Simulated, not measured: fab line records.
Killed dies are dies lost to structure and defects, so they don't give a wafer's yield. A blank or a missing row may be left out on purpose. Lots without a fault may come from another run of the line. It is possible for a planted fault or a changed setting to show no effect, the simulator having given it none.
Which tool was responsible? || flow nand_harc || 12 lots, 36 wafers sampled, at 5 steps of a route of 1302

WHAT THE GAUGES SHOWED, per wafer
NHARC_THIN_TSV_THK_MEAS_02: measures by ir.
{"lot": "L297", "measured": "day 23 12:04", "on": "film_metro-02", "thk_nm (nm)": "3074 2805 3204"}
{"lot": "L299", "measured": "day 23 19:17", "on": "film_metro-02", "thk_nm (nm)": "3063 2964 2921"}
{"lot": "L301", "measured": "day 24 19:15", "on": "film_metro-02", "thk_nm (nm)": "3045 3170 2998"}
{"lot": "L302", "measured": "day 25 03:36", "on": "film_metro-02", "thk_nm (nm)": "3048 2989 2885"}
{"lot": "L304", "measured": "day 26 17:08", "on": "film_metro-02", "thk_nm (nm)": "3403 3526 3274"}
{"lot": "L303", "measured": "day 27 06:43", "on": "film_metro-02", "thk_nm (nm)": "3026 2910 2808"}
{"lot": "L312", "measured": "day 29 19:03", "on": "film_metro-02", "thk_nm (nm)": "3318 3348 3059"}
{"lot": "L313", "measured": "day 30 14:57", "on": "film_metro-02", "thk_nm (nm)": "3071 3179 2992"}
{"lot": "L315", "measured": "day 31 02:52", "on": "film_metro-01", "thk_nm (nm)": "3342 3605 3147"}
{"lot": "L316", "measured": "day 31 17:54", "on": "film_metro-02", "thk_nm (nm)": "2822 3032 2532"}
{"lot": "L319", "measured": "day 33 01:11", "on": "film_metro-02", "thk_nm (nm)": "2852 2856 3096"}
{"lot": "L320", "measured": "day 33 02:23", "on": "film_metro-01", "thk_nm (nm)": "2851 2782 2562"}

NHARC_END_SORT_01.
{"lot": "L304", "measured": "day 27 10:49", "on": "prober-02", "defect_limited_yield (%)": "0 0 0", "killed_at_array": "58 60 58", "killed_at_other": "618 613 610", "killed_at_periphery": "1 4 9", "killed_dies": "677 677 677", "killed_open": "0 4 5", "killed_short": "0 7 1", "sort_bin_2_pct (%)": "93.4 93.5 92.6", "sort_bin_3_pct (%)": "0.6 1.5 0.7", "sort_bin_4_pct (%)": "6.1 5.0 6.6", "sort_n_pass": "0 0 0", "sort_rim_yield_pct (%)": "0 0 0", "sort_yield_pct (%)": "0 0 0"}
{"lot": "L303", "measured": "day 27 23:20", "on": "prober-01", "defect_limited_yield (%)": "0 0 0", "killed_at_array": "67 71 58", "killed_at_other": "608 602 618", "killed_at_periphery": "2 4 1", "killed_dies": "677 677 677", "killed_open": "1 4 2", "killed_short": "1 2 1", "sort_bin_2_pct (%)": "94.1 93.1 94.5", "sort_bin_3_pct (%)": "1.3 1.0 0.6", "sort_bin_4_pct (%)": "4.6 5.9 4.9", "sort_n_pass": "0 0 0", "sort_rim_yield_pct (%)": "0 0 0", "sort_yield_pct (%)": "0 0 0"}
{"lot": "L312", "measured": "day 30 12:46", "on": "prober-02", "defect_limited_yield (%)": "95.1 94.8", "killed_at_array": "32 33", "killed_at_other": "0 0", "killed_at_periphery": "1 2", "killed_dies": "33 35", "killed_open": "1 2", "killed_short": "1 2", "sort_bin_2_pct (%)": "1.6 1.5", "sort_bin_3_pct (%)": "0 0.3", "sort_bin_4_pct (%)": "3.2 3.4", "sort_n_pass": "644 642", "sort_rim_yield_pct (%)": "96 99", "sort_yield_pct (%)": "95.1 94.8"}

WHICH TOOL RAN EACH LOT (tool, then ch and the chambers of the sampled wafers, then the start)
{"lot": "L297", "NHARC_A_BONDPAD_ETCH_12": "rie_diel-09 ch 0,2,3, day 23 12:04 or earlier", "NHARC_THIN_TSV_ETCH_15": "rie_si-02 ch 0,3, day 23 13:56", "NHARC_THIN_TSV_DEP_47": "pecvd-01 ch 0,2, day 23 15:01"}
{"lot": "L299", "NHARC_A_BONDPAD_ETCH_12": "rie_diel-09 ch 0,1, day 23 19:17 or earlier", "NHARC_THIN_TSV_ETCH_15": "rie_si-03 ch 0,2,3, day 23 21:02", "NHARC_THIN_TSV_DEP_47": "pecvd-01 ch 0,1, day 23 22:05"}
{"lot": "L301", "NHARC_A_BONDPAD_ETCH_12": "rie_diel-10 ch 0,1,2, day 24 19:15 or earlier", "NHARC_THIN_TSV_ETCH_15": "rie_si-02 ch 0,2,3, day 24 21:09", "NHARC_THIN_TSV_DEP_47": "pecvd-04 ch 0,1,2, day 24 22:12"}
{"lot": "L302", "NHARC_A_BONDPAD_ETCH_12": "rie_diel-09 ch 1,2,3, day 25 03:36 or earlier", "NHARC_THIN_TSV_ETCH_15": "rie_si-02 ch 1,2,3, day 25 05:31", "NHARC_THIN_TSV_DEP_47": "pecvd-01 ch 1,2, day 25 06:34"}
{"lot": "L304", "NHARC_A_BONDPAD_ETCH_12": "rie_diel-09 ch 1,2,3, day 26 17:08 or earlier", "NHARC_THIN_TSV_ETCH_15": "rie_si-03 ch 1,2,3, day 26 19:03", "NHARC_THIN_TSV_DEP_47": "pecvd-01 ch 0,2, day 26 20:05"}
{"lot": "L303", "NHARC_A_BONDPAD_ETCH_12": "rie_diel-09 ch 1,2,3, day 27 06:43 or earlier", "NHARC_THIN_TSV_ETCH_15": "rie_si-03 ch 0,2,3, day 27 08:37", "NHARC_THIN_TSV_DEP_47": "pecvd-02 ch 0,1,2, day 27 09:38"}
{"lot": "L312", "NHARC_A_BONDPAD_ETCH_12": "rie_diel-03 ch 2,3, day 29 19:03 or earlier", "NHARC_THIN_TSV_ETCH_15": "rie_si-03 ch 0,3, day 29 20:55", "NHARC_THIN_TSV_DEP_47": "pecvd-01 ch 0,1,2, day 29 21:57"}
{"lot": "L313", "NHARC_A_BONDPAD_ETCH_12": "rie_diel-10 ch 2,3, day 30 14:57 or earlier", "NHARC_THIN_TSV_ETCH_15": "rie_si-03 ch 0,1,2, day 30 16:58", "NHARC_THIN_TSV_DEP_47": "pecvd-01 ch 0,2, day 30 18:01"}
{"lot": "L315", "NHARC_A_BONDPAD_ETCH_12": "rie_diel-10 ch 0,3, day 31 02:52 or earlier", "NHARC_THIN_TSV_ETCH_15": "rie_si-03 ch 1,2,3, day 31 04:46", "NHARC_THIN_TSV_DEP_47": "pecvd-04 ch 0,2, day 31 05:54"}
{"lot": "L316", "NHARC_A_BONDPAD_ETCH_12": "rie_diel-09 ch 2,3, day 31 01:47", "NHARC_THIN_TSV_ETCH_15": "rie_si-01 ch 0,2,3, day 31 19:49", "NHARC_THIN_TSV_DEP_47": "pecvd-01 ch 0,1,2, day 31 20:58"}
{"lot": "L319", "NHARC_A_BONDPAD_ETCH_12": "rie_diel-10 ch 1,3, day 33 01:11 or earlier", "NHARC_THIN_TSV_ETCH_15": "rie_si-03 ch 0,1,3, day 33 02:58", "NHARC_THIN_TSV_DEP_47": "pecvd-01 ch 0,1,2, day 33 04:00"}
{"lot": "L320", "NHARC_A_BONDPAD_ETCH_12": "rie_diel-09 ch 0,2, day 33 02:23 or earlier", "NHARC_THIN_TSV_ETCH_15": "rie_si-01 ch 1,3, day 33 04:17", "NHARC_THIN_TSV_DEP_47": "pecvd-04 ch 0,1,2, day 33 05:26"}
- NHARC_A_BONDPAD_ETCH_12: etches the open film in CHF3/O2, target depth 220 nm, time 110 s.
- NHARC_THIN_TSV_ETCH_15: target depth 3000 nm, bosch target overetch cycles 2, bosch etch step 2.8 s.
- NHARC_THIN_TSV_DEP_47: deposits SiO2, target thk 200 nm.

WHAT THE TOOLS THEMSELVES READ (means of the sampled wafers that have a number; where no wafer has one, the mark that the record gives instead)
NHARC_A_BONDPAD_ETCH_12.
{"lot": "L297", "tool": "rie_diel-09", "bias_w (W)": 199.6, "chamber_pressure_mTorr (mTorr)": 24.984, "drypump_motor_current_A (A)": 5.7, "oes_product_au (a.u.)": 0.973, "rf_vpp_V (V)": 370.1, "showerhead_plenum_p_Torr (Torr)": 2.38, "throttle_valve_pct (%)": 20.572}
{"lot": "L299", "tool": "rie_diel-09", "bias_w (W)": 200.0, "chamber_pressure_mTorr (mTorr)": 25.010, "drypump_motor_current_A (A)": 5.8, "oes_product_au (a.u.)": 0.913, "rf_vpp_V (V)": 370.3, "showerhead_plenum_p_Torr (Torr)": 2.36, "throttle_valve_pct (%)": 20.579}
{"lot": "L301", "tool": "rie_diel-10", "bias_w (W)": 200.0, "chamber_pressure_mTorr (mTorr)": 25.007, "drypump_motor_current_A (A)": 5.9, "oes_product_au (a.u.)": 0.918, "rf_vpp_V (V)": 371.6, "showerhead_plenum_p_Torr (Torr)": 2.47, "throttle_valve_pct (%)": 20.586}
{"lot": "L302", "tool": "rie_diel-09", "bias_w (W)": 200.2, "chamber_pressure_mTorr (mTorr)": 25.007, "drypump_motor_current_A (A)": 5.4, "oes_product_au (a.u.)": 0.951, "rf_vpp_V (V)": 367.1, "showerhead_plenum_p_Torr (Torr)": 2.28, "throttle_valve_pct (%)": 20.573}
{"lot": "L304", "tool": "rie_diel-09", "bias_w (W)": 200.3, "chamber_pressure_mTorr (mTorr)": 24.984, "drypump_motor_current_A (A)": 5.4, "oes_product_au (a.u.)": 0.932, "rf_vpp_V (V)": 367.9, "showerhead_plenum_p_Torr (Torr)": 2.28, "throttle_valve_pct (%)": 20.569}
{"lot": "L303", "tool": "rie_diel-09", "bias_w (W)": 199.8, "chamber_pressure_mTorr (mTorr)": 24.996, "drypump_motor_current_A (A)": 5.4, "oes_product_au (a.u.)": 0.959, "rf_vpp_V (V)": 367.8, "showerhead_plenum_p_Torr (Torr)": 2.28, "throttle_valve_pct (%)": 20.571}
{"lot": "L312", "tool": "rie_diel-03", "bias_w (W)": 199.5, "chamber_pressure_mTorr (mTorr)": 25.018, "drypump_motor_current_A (A)": 5.6, "oes_product_au (a.u.)": 0.922, "rf_vpp_V (V)": 371.6, "showerhead_plenum_p_Torr (Torr)": 2.44, "throttle_valve_pct (%)": 20.576}
{"lot": "L313", "tool": "rie_diel-10", "bias_w (W)": 199.6, "chamber_pressure_mTorr (mTorr)": 25.003, "drypump_motor_current_A (A)": 6.3, "oes_product_au (a.u.)": 0.980, "rf_vpp_V (V)": 370.7, "showerhead_plenum_p_Torr (Torr)": 2.42, "throttle_valve_pct (%)": 20.562}
{"lot": "L315", "tool": "rie_diel-10", "bias_w (W)": 199.7, "chamber_pressure_mTorr (mTorr)": 24.988, "drypump_motor_current_A (A)": 6.2, "oes_product_au (a.u.)": 0.922, "rf_vpp_V (V)": 369.9, "showerhead_plenum_p_Torr (Torr)": 2.38, "throttle_valve_pct (%)": 20.578}
{"lot": "L316", "tool": "rie_diel-09", "bias_w (W)": 199.4, "chamber_pressure_mTorr (mTorr)": 25.018, "drypump_motor_current_A (A)": 5.2, "oes_product_au (a.u.)": 0.951, "rf_vpp_V (V)": 368.0, "showerhead_plenum_p_Torr (Torr)": 2.29, "throttle_valve_pct (%)": 20.574}
{"lot": "L319", "tool": "rie_diel-10", "bias_w (W)": 199.4, "chamber_pressure_mTorr (mTorr)": 25.012, "drypump_motor_current_A (A)": 6.5, "oes_product_au (a.u.)": 0.922, "rf_vpp_V (V)": 369.9, "showerhead_plenum_p_Torr (Torr)": 2.39, "throttle_valve_pct (%)": 20.577}
{"lot": "L320", "tool": "rie_diel-09", "bias_w (W)": 199.5, "chamber_pressure_mTorr (mTorr)": 25.007, "drypump_motor_current_A (A)": 5.8, "oes_product_au (a.u.)": 0.939, "rf_vpp_V (V)": 371.5, "showerhead_plenum_p_Torr (Torr)": 2.45, "throttle_valve_pct (%)": 20.572}

NHARC_THIN_TSV_ETCH_15.
{"lot": "L297", "tool": "rie_si-02", "drypump_motor_current_A (A)": 5.5}
{"lot": "L299", "tool": "rie_si-03", "drypump_motor_current_A (A)": 5.6}
{"lot": "L301", "tool": "rie_si-02", "drypump_motor_current_A (A)": 5.8}
{"lot": "L302", "tool": "rie_si-02", "drypump_motor_current_A (A)": 5.7}
{"lot": "L304", "tool": "rie_si-03", "drypump_motor_current_A (A)": "-"}
{"lot": "L303", "tool": "rie_si-03", "drypump_motor_current_A (A)": "-"}
{"lot": "L312", "tool": "rie_si-03", "drypump_motor_current_A (A)": 5.6}
{"lot": "L313", "tool": "rie_si-03", "drypump_motor_current_A (A)": 5.9}
{"lot": "L315", "tool": "rie_si-03", "drypump_motor_current_A (A)": 6.0}
{"lot": "L316", "tool": "rie_si-01", "drypump_motor_current_A (A)": 6.0}
{"lot": "L319", "tool": "rie_si-03", "drypump_motor_current_A (A)": 6.0}
{"lot": "L320", "tool": "rie_si-01", "drypump_motor_current_A (A)": 6.0}

NHARC_THIN_TSV_DEP_47.
{"lot": "L297", "tool": "pecvd-01", "throttle_valve_pct (%)": 16.3}
{"lot": "L299", "tool": "pecvd-01", "throttle_valve_pct (%)": 16.4}
{"lot": "L301", "tool": "pecvd-04", "throttle_valve_pct (%)": 15.8}
{"lot": "L302", "tool": "pecvd-01", "throttle_valve_pct (%)": 15.6}
{"lot": "L304", "tool": "pecvd-01", "throttle_valve_pct (%)": 16.0}
{"lot": "L303", "tool": "pecvd-02", "throttle_valve_pct (%)": 15.8}
{"lot": "L312", "tool": "pecvd-01", "throttle_valve_pct (%)": 15.9}
{"lot": "L313", "tool": "pecvd-01", "throttle_valve_pct (%)": 16.5}
{"lot": "L315", "tool": "pecvd-04", "throttle_valve_pct (%)": 15.7}
{"lot": "L316", "tool": "pecvd-01", "throttle_valve_pct (%)": 16.0}
{"lot": "L319", "tool": "pecvd-01", "throttle_valve_pct (%)": 16.2}
{"lot": "L320", "tool": "pecvd-04", "throttle_valve_pct (%)": 15.9}

THE ANSWER, worked out from the rows above alone
Rule: usual is defined by the lots themselves. Put in order of their means at a reading, lots are off if they are a third of the lots or fewer, leave a main group of 4 or more, and stand apart from it by a gap of 3 or more times the standard deviation of the main group's means; of several such gaps the widest counts. A main group is skipped when, at the precision printed for the reading in the tables above, its means are all equal. Also off: a lot with no number at a reading for which 4 or more lots have one. Any other lot the step has rows for is counted as sound. First the gauges in route order, then the tools' own readings, where a lot's mean is used as printed above. At the first step where some lot is off, the reading lying furthest off is the one used; lots without a number count as furthest.
Off: L304, L303 (NHARC_THIN_TSV_ETCH_15, drypump_motor_current_A). Without a number there: L304, L303. The main group: mean 5.8 A, standard deviation 0.19.
A tool fits if, at that step or a process step before it, it ran every lot that is off, and no sound lot after the first of them. With no start given for some of its lots, NHARC_A_BONDPAD_ETCH_12 uses the hours and lot order of NHARC_THIN_TSV_THK_MEAS_02. No candidate that was tried fits.

WHAT THE SIMULATOR PUT IN
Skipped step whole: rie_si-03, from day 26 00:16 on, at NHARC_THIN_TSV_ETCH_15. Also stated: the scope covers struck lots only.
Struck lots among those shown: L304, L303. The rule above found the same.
